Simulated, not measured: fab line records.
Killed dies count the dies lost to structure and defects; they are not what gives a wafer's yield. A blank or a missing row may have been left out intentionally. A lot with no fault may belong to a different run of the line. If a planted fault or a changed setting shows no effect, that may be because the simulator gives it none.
Struck lot and sound lot, side by side || flow n5-finfet || 15 steps out of a route of 1938
Sound: the wafers L992.1, L992.5, L992.6. Struck: wafer L994.2; the same lot's L994.3 was not struck, so it is left out; see the end for the cause.
At each step with rows: each side's tool, then ch and its chambers, then its first start. Under that, the readings that differ: sound wafers || struck wafers || difference of the means || sigmas: that difference in standard deviations of wafers without a fault.
alike: readings with means less than 2 such deviations apart, plus words and numbers identical on both sides. not compared: withheld readings, readings lacking a value on some wafer, bounds such as >300 that could conceal the same value, and numbers that have no deviation in the record and whose values overlap.
A row with sigmas, a row that says differs or no value, or rows on one side alone: a step with any of these is where the two part. Non-overlapping numbers with no deviation appear without sigmas and do not part them. Lack of a reading on every wafer of one side parts them only where that side has two or more wafers.

N5_BEOL_M11_STRIP_77: strips in N2/H2, time 10 s.
  sound on rie-diel-03 ch 1,2,3; struck on rie-diel-03 ch 1
  alike: drypump-motor-current-A, h2-flow-sccm, oes-product-au, rf-vpp-V, showerhead-plenum-p-Torr, throttle-valve-pct
  not compared: rf-hours-counter-h
N5_BEOL_M11_OCD_MEAS_38:
  sound on ocd-02 at day 14 00:29; struck on ocd-02 at day 15 02:04
  alike: trench-depth-nm
then, 4 steps without rows for these wafers: N5_BEOL_M11_HM_STRIP_39 (strips TiN in peroxide tin strip, target depth 25 nm, time 158 s); N5_BEOL_M11_SRD_40 (time 30 s); N5_BEOL_M11_PRECLEAN_42 (cleans in residue remover, time 60 s); N5_BEOL_M11_SRD_43 (time 30 s).
N5_BEOL_M11_CD_MEAS_35 targets a cd of 70 nm.
  sound on cd-sem-01 at day 14 00:38; struck on cd-sem-02 at day 15 02:13
  alike: cd-nm
N5_BEOL_M11_CURE_72: cures SiCOH lowk, time 120 s.
  sound on uv-cure-01 ch 0, day 14 00:41; struck on uv-cure-03 ch 0, day 15 02:31
  alike: lamp-power-pct, wafer_temp_C_max
N5_BEOL_M11_DEGAS_44: time 60 s.
  sound on pvd-sputter-01 at day 14 01:18; struck on pvd-sputter-03 at day 15 02:47
  alike: heater-power-w
N5_BEOL_M11_PRE_CLEAN_45: time 30 s.
  sound on pvd-sputter-01 at day 14 01:20; struck on pvd-sputter-03 at day 15 02:49
  alike: heater-power-w
then, 1 step without rows for these wafers: N5_BEOL_M11_ALD_74 (deposits TaN, target thk 2 nm, pulse time 2 s, purge time 3 s).
N5_BEOL_M11_SURFACE_TREAT_76:
  sound on pvd-sputter-03 at day 14 01:41; struck on pvd-sputter-02 at day 15 03:28
  not compared: throttle-valve-pct
N5_BEOL_M11_CVD_75: deposits Co from CCTBA/H2, target thk 2 nm, time 138.9 s.
  sound on cvd-co-02 ch 0,1, day 14 01:58; struck on cvd-co-01 ch 1, day 15 03:41
{"reading": "run-length-s (s)", "sound": "161.7 161.5 162.6", "struck": 204.1, "difference": "+42.2", "sigmas": "+56"}
then, 1 step without rows for these wafers: N5_BEOL_M11_SPUTTER_48 (material Cu, target thk 12 nm, time 2 s).
N5_PASSIVATION_PROBE_49:
  the record holds rows for the sound wafers here (prober-01, day 16 02:05) but none for the struck ones

WHERE THEY PART
First at N5_BEOL_M11_CVD_75; last, within this record, at N5_PASSIVATION_PROBE_49.

WHY: what had been put in by the simulator
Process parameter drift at N5_BEOL_M11_CVD_75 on cvd-co-01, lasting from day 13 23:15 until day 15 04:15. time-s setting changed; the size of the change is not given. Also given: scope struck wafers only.
